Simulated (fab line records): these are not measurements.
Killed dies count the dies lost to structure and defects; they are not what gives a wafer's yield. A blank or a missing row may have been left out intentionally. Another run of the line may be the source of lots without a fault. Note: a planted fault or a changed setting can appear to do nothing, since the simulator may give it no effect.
Which of the tools did it? | flow nand harc | Sampling: 24 lots, 72 wafers, 5 of 1302 route steps

## WHAT EACH GAUGE READ, for each wafer
NHARC_A_STAIRCASE_INSPECT_155. Usual: raw defect count reads 433 (standard deviation 150).
lot  | measured     | on                | raw defect count | flag
L074 | day 19 11:53 | defect inspect-01 | 615 348 380      |
L075 | day 20 00:45 | defect inspect-02 | 466 488 297      |
L076 | day 20 00:52 | defect inspect-01 | 578 319 400      |
L077 | day 20 00:41 | defect inspect-01 | 428 325 382      |
L079 | day 20 20:56 | defect inspect-02 | 494 470 432      |
L078 | day 20 17:09 | defect inspect-02 | 266 268 331      |
L080 | day 20 23:11 | defect inspect-02 | 224 250 245      |
L082 | day 22 04:36 | defect inspect-02 | 269 327 399      |
L081 | day 22 03:49 | defect inspect-02 | 825 773 940      |
L084 | day 23 08:28 | defect inspect-01 | 813 351 476      |
L085 | day 23 08:17 | defect inspect-01 | 513 402 640      |
L083 | day 23 17:17 | defect inspect-02 | 546 524 696      |
L086 | day 24 03:14 | defect inspect-01 | 245 289 275      |
L087 | day 24 17:43 | defect inspect-02 | 256 352 366      |
L088 | day 25 12:36 | defect inspect-02 | 418 418 533      |
L089 | day 25 15:28 | defect inspect-01 | 323 345 385      |
L091 | day 25 15:32 | defect inspect-02 | 430 421 327      |
L090 | day 25 12:37 | defect inspect-01 | 376 360 312      |
L092 | day 26 19:31 | defect inspect-02 | 562 575 459      |
L094 | day 27 06:28 | defect inspect-01 | 402 696 329      |
L093 | day 27 05:42 | defect inspect-01 | 562 460 407      |
L095 | day 27 20:23 | defect inspect-02 | 574 475 476      |
L096 | day 28 06:35 | defect inspect-01 | 431 625 688      |
L097 | day 28 06:26 | defect inspect-02 | 424 422 400      |

NHARC_A_SGD_CUT_OVL_MEAS_10. Usual: overlay x nm 0.1 nm, standard deviation 0.68; overlay y nm -0.3 nm, standard deviation 0.74.
lot  | measured     | on         | overlay x nm (nm) | overlay y nm (nm) | flag
L074 | day 19 12:38 | overlay-02 | -0.2 0.0 -0.5     | 0.0 -0.3 -0.3     |
L075 | day 20 01:43 | overlay-02 | -1.4 -1.4 -0.8    | 0.7 0.3 0.7       |
L076 | day 20 01:53 | overlay-02 | -1.8 -1.5 -0.9    | 0.1 -0.1 -0.3     |
L077 | day 20 01:34 | overlay-01 | 0.2 -0.3 -0.3     | -0.6 -0.8 -0.9    |
L079 | day 20 21:41 | overlay-01 | 1.4 0.7 0.4       | 1.3 0.9 0.6       |
L078 | day 20 18:01 | overlay-01 | 0.8 -0.3 0.4      | -1.9 -1.9 -1.8    |
L080 | day 21 00:04 | overlay-01 | 0.0 -0.1 0.8      | 0.0 -0.7 -0.8     |
L082 | day 22 05:29 | overlay-02 | -0.6 -0.3 -0.9    | -0.7 -0.2 -0.8    |
L081 | day 22 04:42 | overlay-01 | -0.5 -1.5 -0.8    | 0.4 0.6 0.3       |
L084 | day 23 09:25 | overlay-01 | 0.8 0.0 0.6       | 0.0 -0.5 -0.2     |
L085 | day 23 09:10 | overlay-02 | 0.9 0.4 0.7       | -0.4 -1.4 -1.0    |
L083 | day 23 18:10 | overlay-02 | 0.4 0.2 0.4       | -0.8 -1.1 -1.3    |
L086 | day 24 03:59 | overlay-02 | 1.5 1.2 0.8       | -0.2 0.7 0.8      |
L087 | day 24 18:35 | overlay-01 | -0.2 -0.2 -0.3    | -0.2 0.4 -0.4     |
L088 | day 25 13:21 | overlay-02 | 0.8 0.1 0.3       | -0.9 -1.6 -1.3    |
L089 | day 25 16:13 | overlay-01 | 0.3 0.1 0.0       | -0.9 -1.1 -1.1    |
L091 | day 25 16:24 | overlay-02 | -0.1 -0.3 0.0     | -1.7 -1.3 -0.9    |
L090 | day 25 13:30 | overlay-02 | 0.1 -0.2 0.2      | -0.4 -0.5 0.3     |
L092 | day 26 20:24 | overlay-02 | 1.2 1.1 1.5       | -0.1 -0.3 -0.2    |
L094 | day 27 07:20 | overlay-02 | 0.0 0.2 0.0       | -0.8 -0.5 -0.5    |
L093 | day 27 06:34 | overlay-01 | -0.1 0.3 0.2      | 0.6 0.9 0.1       |
L095 | day 27 21:20 | overlay-02 | -0.3 0.4 0.2      | 0.3 0.0 -0.1      |
L096 | day 28 07:28 | overlay-01 | 0.6 0.3 -0.3      | 0.1 -0.1 0.6      |
L097 | day 28 07:19 | overlay-02 | -0.3 0.0 -0.1     | 0.1 0.5 0.3       |

## WHICH TOOL RAN EACH LOT (tool, then ch and the chambers of the sampled wafers, then the start)
lot  | NHARC_A_STAIRCASE_DEP_280       | NHARC_A_STAIRCASE_DEP_151       | NHARC_A_STAIRCASE_CMP_450
L074 | pecvd-03 ch 0,1,2, day 16 22:22 | pecvd-03 ch 0,1,2, day 18 05:02 | cmp-04 ch 0,3, day 19 10:05
L075 | pecvd-02 ch 0,2, day 17 15:25   | pecvd-03 ch 0,1,2, day 18 15:02 | cmp-04 ch 0,1, day 19 22:55
L076 | pecvd-02 ch 0,2, day 17 21:53   | pecvd-04 ch 0,2, day 18 19:26   | cmp-02 ch 2,3, day 19 22:59
L077 | pecvd-04 ch 0,1, day 18 01:27   | pecvd-03 ch 0,1,2, day 18 19:26 | cmp-03 ch 0,2,3, day 19 22:44
L079 | pecvd-03 ch 0,1, day 18 09:05   | pecvd-02 ch 0,2, day 19 08:19   | cmp-04 ch 0,1,3, day 20 19:09
L078 | pecvd-04 ch 0,2, day 18 11:00   | pecvd-04 ch 0,1,2, day 19 08:31 | cmp-03 ch 0,2,3, day 20 15:22
L080 | pecvd-04 ch 0,1,2, day 18 17:04 | pecvd-03 ch 0,1,2, day 19 14:10 | cmp-03 ch 1,2,3, day 20 21:23
L082 | pecvd-04 ch 0,1, day 19 16:23   | pecvd-03 ch 0,1, day 20 18:10   | cmp-02 ch 1,2, day 22 02:49
L081 | pecvd-04 ch 0,2, day 19 17:07   | pecvd-04 ch 0,1, day 20 17:58   | cmp-02 ch 0,1,2, day 22 01:59
L084 | pecvd-03 ch 1,2, day 20 22:32   | pecvd-03 ch 0,2, day 21 22:51   | cmp-02 ch 0,1,3, day 23 06:42
L085 | pecvd-02 ch 0,1, day 21 00:19   | pecvd-03 ch 1,2, day 22 02:56   | cmp-04 ch 1,2, day 23 06:29
L083 | pecvd-03 ch 1,2, day 21 07:08   | pecvd-03 ch 1,2, day 22 08:38   | cmp-04 ch 1,3, day 23 15:28
L086 | pecvd-02 ch 1,2, day 21 20:15   | pecvd-03 ch 0,1, day 22 17:31   | cmp-03 ch 0,1,3, day 24 01:23
L087 | pecvd-04 ch 1,2, day 22 03:59   | pecvd-04 ch 0,1,2, day 23 03:50 | cmp-02 ch 1,2,3, day 24 14:49
L088 | pecvd-02 ch 1,2, day 22 22:29   | pecvd-04 ch 0,1, day 23 21:53   | cmp-03 ch 1,2,3, day 25 10:49
L089 | pecvd-04 ch 0,1,2, day 23 01:22 | pecvd-02 ch 0,2, day 24 01:04   | cmp-03 ch 2,3, day 25 13:37
L091 | pecvd-04 ch 0,1, day 23 07:35   | pecvd-02 ch 1,2, day 24 06:02   | cmp-04 ch 0,1,2, day 25 13:43
L090 | pecvd-02 ch 1,2, day 23 11:59   | pecvd-03 ch 0,1, day 24 09:26   | cmp-04 ch 0,3, day 25 10:49
L092 | pecvd-04 ch 0,2, day 24 06:14   | pecvd-04 ch 1,2, day 25 07:20   | cmp-03 ch 0,1, day 26 17:34
L094 | pecvd-03 ch 0,1,2, day 24 13:08 | pecvd-04 ch 0,1,2, day 25 15:46 | cmp-04 ch 1,2,3, day 27 04:37
L093 | pecvd-03 ch 0,1,2, day 24 16:40 | pecvd-03 ch 0,1,2, day 25 16:01 | cmp-04 ch 0,1,3, day 27 03:52
L095 | pecvd-03 ch 0,1, day 25 08:32   | pecvd-03 ch 0,1,2, day 26 07:35 | cmp-04 ch 0,2, day 27 18:19
L096 | pecvd-04 ch 0,1, day 25 20:57   | pecvd-03 ch 0,2, day 26 21:05   | cmp-04 ch 0,1,2, day 28 04:29
L097 | pecvd-04 ch 0,1, day 25 23:29   | pecvd-04 ch 0,1,2, day 27 02:48 | cmp-04 ch 0,3, day 28 04:15
- NHARC_A_STAIRCASE_DEP_280: deposits SiON, target thk 30 nm.
- NHARC_A_STAIRCASE_DEP_151: deposits SiO2, target thk 7200 nm.
- NHARC_A_STAIRCASE_CMP_450: polishes SiO2, target thk 200 nm.

## AS READ BY THE TOOLS THEMSELVES (means over the sampled wafers that have a number; for cases with no such wafer, the mark the record gives instead)
NHARC_A_STAIRCASE_DEP_280. Usual: heater power w reads 739 W (standard deviation 84).
lot  | tool     | heater power w (W) | flag
L074 | pecvd-03 | 778                |
L075 | pecvd-02 | 680                |
L076 | pecvd-02 | 727                |
L077 | pecvd-04 | 762                |
L079 | pecvd-03 | 632                |
L078 | pecvd-04 | 721                |
L080 | pecvd-04 | 723                |
L082 | pecvd-04 | 714                |
L081 | pecvd-04 | 713                |
L084 | pecvd-03 | 775                |
L085 | pecvd-02 | 814                |
L083 | pecvd-03 | 817                |
L086 | pecvd-02 | 645                |
L087 | pecvd-04 | 730                |
L088 | pecvd-02 | 694                |
L089 | pecvd-04 | 719                |
L091 | pecvd-04 | 700                |
L090 | pecvd-02 | 696                |
L092 | pecvd-04 | 741                |
L094 | pecvd-03 | 766                |
L093 | pecvd-03 | 752                |
L095 | pecvd-03 | 702                |
L096 | pecvd-04 | 761                |
L097 | pecvd-04 | 760                |

NHARC_A_STAIRCASE_DEP_151. Usual: heater power w reads 640 W (standard deviation 100).
lot  | tool     | heater power w (W) | flag
L074 | pecvd-03 | 601                |
L075 | pecvd-03 | 650                |
L076 | pecvd-04 | 634                |
L077 | pecvd-03 | 642                |
L079 | pecvd-02 | 559                |
L078 | pecvd-04 | 596                |
L080 | pecvd-03 | 700                |
L082 | pecvd-03 | 585                |
L081 | pecvd-04 | 653                |
L084 | pecvd-03 | 616                |
L085 | pecvd-03 | 666                |
L083 | pecvd-03 | 658                |
L086 | pecvd-03 | 561                |
L087 | pecvd-04 | 595                |
L088 | pecvd-04 | 640                |
L089 | pecvd-02 | 598                |
L091 | pecvd-02 | 652                |
L090 | pecvd-03 | 585                |
L092 | pecvd-04 | 658                |
L094 | pecvd-04 | 655                |
L093 | pecvd-03 | 606                |
L095 | pecvd-03 | 619                |
L096 | pecvd-03 | 609                |
L097 | pecvd-04 | 647                |

NHARC_A_STAIRCASE_CMP_450. Usual: motor current A 12.6 A, standard deviation 1.3; slurry filter dp kPa 13.51 kPa, standard deviation 0.14.
lot  | tool   | motor current A (A) | slurry filter dp kPa (kPa) | flag
L074 | cmp-04 | 12.4                | 13.48                      |
L075 | cmp-04 | 12.6                | 13.43                      |
L076 | cmp-02 | 11.2                | 13.36                      |
L077 | cmp-03 | 12.6                | 13.53                      |
L079 | cmp-04 | 11.9                | 13.38                      |
L078 | cmp-03 | 13.0                | 13.41                      |
L080 | cmp-03 | 12.9                | 13.52                      |
L082 | cmp-02 | 13.4                | 13.56                      |
L081 | cmp-02 | 13.2                | 13.47                      |
L084 | cmp-02 | 11.8                | 13.65                      |
L085 | cmp-04 | 12.4                | 13.47                      |
L083 | cmp-04 | 11.8                | 13.46                      |
L086 | cmp-03 | 11.6                | 13.48                      |
L087 | cmp-02 | 12.9                | 13.56                      |
L088 | cmp-03 | 12.9                | 13.50                      |
L089 | cmp-03 | 13.0                | 13.57                      |
L091 | cmp-04 | 12.7                | 13.51                      |
L090 | cmp-04 | 12.4                | 13.62                      |
L092 | cmp-03 | 11.4                | 13.57                      |
L094 | cmp-04 | 12.0                | 13.40                      |
L093 | cmp-04 | 12.2                | 13.48                      |
L095 | cmp-04 | 13.3                | 13.60                      |
L096 | cmp-04 | 13.1                | 13.45                      |
L097 | cmp-04 | 12.7                | 13.40                      |

## THE ANSWER, worked out from the rows above alone
Rule: a lot counts as off when the mean over its wafers that have a number is more than 3 standard deviations away from the usual mean. A lot without any number at a reading at which 4 lots or more have one is off too. Where the step has rows for the other lots, those lots are counted as sound. Order of review: gauges by route order, followed by the tools' own readings, for which a lot's mean as printed above is used. The first step at which some lot is off is used, and at that step the reading that is off furthest; a lot without a number counts as furthest.
Nothing can be told from this: no lot is off at any reading shown.

## WHAT THE SIMULATOR HAD PUT IN
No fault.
